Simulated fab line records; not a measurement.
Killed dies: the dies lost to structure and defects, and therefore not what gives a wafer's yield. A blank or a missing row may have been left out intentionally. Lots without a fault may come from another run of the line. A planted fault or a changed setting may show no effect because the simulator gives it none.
Problem report, 8D (eight disciplines) form, completed by code :: flow n5 finfet :: the parts of the form that need people (team, actions taken, sign-off) are left out

== 1. THE ISSUE ==
Mean of trench depth nm at N5_BEOL_M4_OCD_MEAS_38: 76.5 nm across 4 wafers in 2 lots; on wafers with no fault it is 55.4 nm (standard deviation 0.97). Measured from the usual mean, that is +22 standard deviations.
Earliest sighting: wafer L316.2 on ocd-01 at day 13 03:12. At this step, 21 wafers from 7 lots have a number in the record. Rule for "out" (also "out of limits"): further than 4 standard deviations from the usual mean. Any other wafer with a number is counted as sound.

== 2. WHAT THIS IS AND IS NOT ==
question: which readings at this step
is: trench depth nm
is not: -

question: which lots
is: L316, L319
is not: L304, L311, L324, L326, L327

question: which wafers of those lots
is: L316.2, L316.3, L319.2, L319.3
is not: L316.5, L319.5

question: read on which gauges
is: ocd-01, ocd-02
is not: -

question: when
is: from day 13 03:12
is not: up to then (7 sound wafers); but 10 sound wafers of L319, L324, L326, L327 came after

== 3. THE SUSPECTS, EACH WITH WHAT RULES IT OUT ==
Counting: any tool at a process step up to the reading remains a suspect provided it ran every lot that is out. Sound lots after the first of them don't rule it out here, since some wafers of a struck lot are sound.
- ruled out: the gauge at N5_BEOL_M4_OCD_MEAS_38. Those wafers that are out were read across 2 gauges (ocd-01, ocd-02).
- rie diel-01 at N5_BEOL_M4_ETCH_77 (etches underlayer in N2/H2, target depth 6.5 nm, time 5.2 s): kept. It ran every lot that is out, first L316 (day 12 19:59).
- rie diel-06 at N5_BEOL_M4_VIA_ETCH_34 (etches the open film in C4F6/O2, target depth 69.4 nm, time 65.9 s): kept. It ran every lot that is out, first L316 (day 13 02:56); its last sound lot up to then is L311 (day 10 23:50).
- rie diel-06 at N5_BEOL_M4_TRENCH_ETCH_37 (etches SiOC in C4F6/O2, target depth 55.555 nm, time 29.2 s): kept. It ran every lot that is out, first L316 (day 13 03:02); its last sound lot up to then is L311 (day 10 23:56).
- rie diel-06 at N5_BEOL_M4_ETCH_41 (etches SiCN in CH3F/O2, target depth 29.9 nm, time 52.5 s): kept. It ran every lot that is out, first L316 (day 13 03:12); its last sound lot up to then is L311 (day 11 00:05). Because N5_BEOL_M4_ETCH_41 lacks a start for some lots, the hours and order of its lots are taken from N5_BEOL_M4_OCD_MEAS_38.
Left after counting: rie diel-01 at N5_BEOL_M4_ETCH_77, rie diel-06 at N5_BEOL_M4_VIA_ETCH_34, rie diel-06 at N5_BEOL_M4_TRENCH_ETCH_37, rie diel-06 at N5_BEOL_M4_ETCH_41.

== 4. THE CAUSE (what the simulator had put in) ==
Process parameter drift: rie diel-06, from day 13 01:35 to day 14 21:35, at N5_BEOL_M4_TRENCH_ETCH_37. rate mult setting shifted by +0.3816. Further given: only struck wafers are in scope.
4 suspects survive the count, and this tool is in that group.

== 5. THE CHAIN OF EFFECTS, in route order ==
One row per reading whose mean, taken over the struck wafers that have a number, lies over 3 standard deviations from the usual. Scope: only readings with a usual standard deviation given in the record; hours: median across lots of the time from each lot's start at the first step in this table that gives one to its start at this step; sigmas: change in usual standard deviations.
hours: 0
step: N5_BEOL_M4_OCD_MEAS_38
reading: trench depth nm
usual: 55.4 nm
on struck wafers: 76.5
change: +21.1
sigmas: +22

hours: 5
step: N5_BEOL_M4_THK_MEAS_53
reading: M4_THK
usual: 39.3 nm
on struck wafers: 60.0
change: +20.7
sigmas: +13

hours: 5
step: N5_BEOL_M4_RS_MEAS_58
reading: M4_RS
usual: 0.67 ohm/sq
on struck wafers: 0.40
change: -0.27
sigmas: -7.7

hours: 5
step: N5_BEOL_M4_RC_MEAS_101
reading: SERP_M4
usual: 197 ohm/um
on struck wafers: 120
change: -77
sigmas: -4.8

hours: 5
step: N5_BEOL_M4_RC_MEAS_101
reading: SERP_M4_max_site
usual: 209 ohm/um
on struck wafers: 126
change: -82
sigmas: -4.6

== 6. HOW IT WOULD HAVE BEEN CAUGHT EARLIER ==
Counted from the fault's start at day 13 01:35, it took 2 hours until the first out-of-limits reading at a measuring or inspecting step in this record, taken at day 13 03:12.
Tool readings at N5_BEOL_M4_TRENCH_ETCH_37 with a usual standard deviation given in the record: none out on any struck wafer, hence no alarm at a limit of 4 standard deviations on them.
L319, from the lots that are out (2), started N5_BEOL_M4_TRENCH_ETCH_37 on rie diel-06 later than day 13 03:12. A hold on the tool at that time would have spared it.
